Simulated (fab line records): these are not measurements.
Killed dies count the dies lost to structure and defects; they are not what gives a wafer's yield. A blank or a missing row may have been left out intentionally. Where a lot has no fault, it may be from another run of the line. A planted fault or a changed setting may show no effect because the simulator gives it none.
Split-lot trial ; flow n5_finfet ; 7 lots, 21 wafers read, on a route of 1938 steps

## ON THE SPLIT
At N5_SD_EPI_N_PEB_07 (peb time 60 s), the setting peb_time_s was moved away from the recipe's 60 s on 8 of the 21 wafers read, by -17.8% to +15.4%. This setting was run at the recipe's value on the other wafers.

## FROM THE SPLIT TO THE READING: what the file shows between them, 1 step
- N5_SD_EPI_N_DEVELOP_08: develop time 30 s

## THE READING
Shown in nm: cd_nm at N5_SD_EPI_N_CD_MEAS_09, with target cd 120 nm. A value of 120.2 nm with a standard deviation of 1 nm is what fault-free wafers of this fab line usually give.

wafer;tool, chamber at the split;peb_time_s as run, s;against the recipe;cd_nm, nm;against lot-mates on the recipe
L074.1;litho_track-05, 0;60;recipe;121.9;-
L074.2;litho_track-05, 0;60;recipe;120.9;-
L074.5;litho_track-05, 0;60;recipe;121.0;-
L079.3;litho_track-02, 0;53.48;-10.9%;115.1;-2.6
L079.4;litho_track-02, 0;53.48;-10.9%;113.7;-4.0
L079.5;litho_track-02, 0;60;recipe;117.7;-
L080.3;litho_track-05, 0;60;recipe;121.8;-
L080.5;litho_track-05, 0;60;recipe;120.4;-
L080.6;litho_track-05, 0;60;recipe;120.2;-
L081.1;litho_track-03, 0;60;recipe;120.3;-
L081.2;litho_track-03, 0;63.66;+6.1%;121.4;+1.1
L081.3;litho_track-03, 0;63.66;+6.1%;122.3;+2.0
L089.1;litho_track-02, 0;60;recipe;119.5;-
L089.2;litho_track-02, 0;49.32;-17.8%;112.9;-6.8
L089.6;litho_track-02, 0;60;recipe;119.8;-
L092.2;litho_track-02, 0;60;recipe;118.8;-
L092.4;litho_track-02, 0;60;recipe;120.4;-
L092.5;litho_track-02, 0;69.27;+15.4%;123.5;+3.9
L094.1;litho_track-02, 0;60;recipe;120.9;-
L094.3;litho_track-02, 0;56.57;-5.7%;118.7;-2.2
L094.6;litho_track-02, 0;56.57;-5.7%;118.1;-2.8

THE FIT
A straight line over all 21 wafers: cd_nm changes by +0.366 nm for each +1% of peb_time_s; r = +0.90; the points scatter about the line by 1.2 nm.
The same after taking each lot's own level away (the mean of its wafers on the recipe; 21 wafers): +0.317 nm for each +1%; r = +0.96; scatter 0.64 nm.
The reading moves by 5.6 nm for the largest change in peb_time_s, on that fit.
The lots' own levels span 117.70 to 121.27 nm, that is 3.6 times the standard deviation above.
So the lot-to-lot level changes the slope: the two fits differ.
Check: with one of the wafers moved furthest among these (-17.8%) left out of the fit, the line predicts -5.32 nm for it against its lot-mates. Against them it came out at -6.75 nm.

## ADDITIONAL SPLITS CARRIED BY THESE WAFERS
Note: prior to the reading, these wafers also went through further splits. Each is held against what the fit with the lots' levels taken away leaves over:
other split on the same wafers;wafers away from the commonest value;r with cd_nm (lot level and that fit taken away)
N5_FIN_SAQP_ETCH_65 time_s;9;-0.04

## THE WHOLE CHAIN: every reading that the file lists as answering this split, in the file's order
step;what it does;reading;change (the file's fit);r (the file's)
N5_SD_EPI_N_CD_MEAS_09;target cd 120 nm;cd_nm;+0.323 nm for each +1% of the setting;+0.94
N5_SD_EPI_N_DESCUM_14;chemistry O2, time 7.9 s;SD_EPI_N.cd_nm (the simulator's own value, which no gauge read);+0.329 nm for each +1% of the setting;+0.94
N5_SD_EPI_N_ETCH_34;etches SiARC in CF4, target depth 45.5 nm, time 75.8 s;SD_EPI_N.cd_nm (the simulator's own value, which no gauge read);+0.306 nm for each +1% of the setting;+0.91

## FILE'S OWN FIT
cd_nm changes by +0.323 nm for each +1% of peb_time_s, r = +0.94.
